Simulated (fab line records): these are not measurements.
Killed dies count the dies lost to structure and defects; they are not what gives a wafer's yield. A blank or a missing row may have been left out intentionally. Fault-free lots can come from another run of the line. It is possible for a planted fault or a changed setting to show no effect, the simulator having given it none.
Chamber matching -- flow nand_harc -- NHARC_A_STAIRCASE_ETCH_271 on rie_diel-09: 4 sister chambers
The step etches the open film in CF4/CHF3. 14 wafers are shown with their chamber, then 7 later ones without.

== WAFERS, EACH WITH ITS CHAMBER ==
wafer,chamber,drypump_motor_current_A (A),showerhead_plenum_p_Torr (Torr),rf_vpp_V (V)
L077.3,3,5.0,1.51,369.4
L077.4,1,5.5,1.59,371.0
L077.6,0,6.2,1.68,373.6
L082.3,3,5.0,1.51,367.9
L082.4,2,6.3,1.63,372.1
L082.6,1,5.5,1.59,371.0
L083.1,2,6.3,1.63,373.5
L083.2,3,5.0,1.51,368.5
L083.3,1,5.5,1.59,370.4
L083.4,0,6.2,1.67,371.9
L083.5,2,6.3,1.63,372.5
L083.6,3,4.9,1.51,368.5
L088.1,3,5.0,1.50,368.0
L088.4,1,5.5,1.58,370.8

SIGNATURES (means of the wafers above)
reading,chamber 0,chamber 1,chamber 2,chamber 3,scatter within a chamber
drypump_motor_current_A,6.200,5.500,6.300,4.980,0.0283
showerhead_plenum_p_Torr,1.6750,1.5875,1.6300,1.5080,0.00453
rf_vpp_V,372.750,370.800,372.700,368.460,0.643
Rule: for each reading, subtract the chamber's mean from the wafer's reading, divide by that reading's scatter and square the result; add these up over the readings and take the root, which gives the wafer's distance from the chamber. If the next closest chamber is less than 2 further off than the closest, the wafer can't be placed; otherwise it belongs to the closest. The scatter: take each reading less its chamber's mean, square it, sum over the shown wafers, divide by the number of wafers less the number of chambers, and take the root.

== WAFERS WITHOUT THEIR CHAMBER ==
wafer,drypump_motor_current_A (A),showerhead_plenum_p_Torr (Torr),rf_vpp_V (V)
L088.5,5.0,1.50,368.0
L093.3,4.9,1.50,366.3
L093.4,6.2,1.67,372.8
L093.6,5.0,1.50,368.6
L095.2,5.5,1.58,372.3
L095.3,6.3,1.62,372.8
L095.6,5.5,1.58,370.4

== THE CHAMBER EACH PASSED THROUGH ==
wafer,from the rows above,in truth
L088.5,3,3
L093.3,3,3
L093.4,0,0
L093.6,3,3
L095.2,1,1
L095.3,2,2
L095.6,1,1
Placed correctly: 7 of 7. Left unplaced by these rows: 0. 0 placed wrongly.
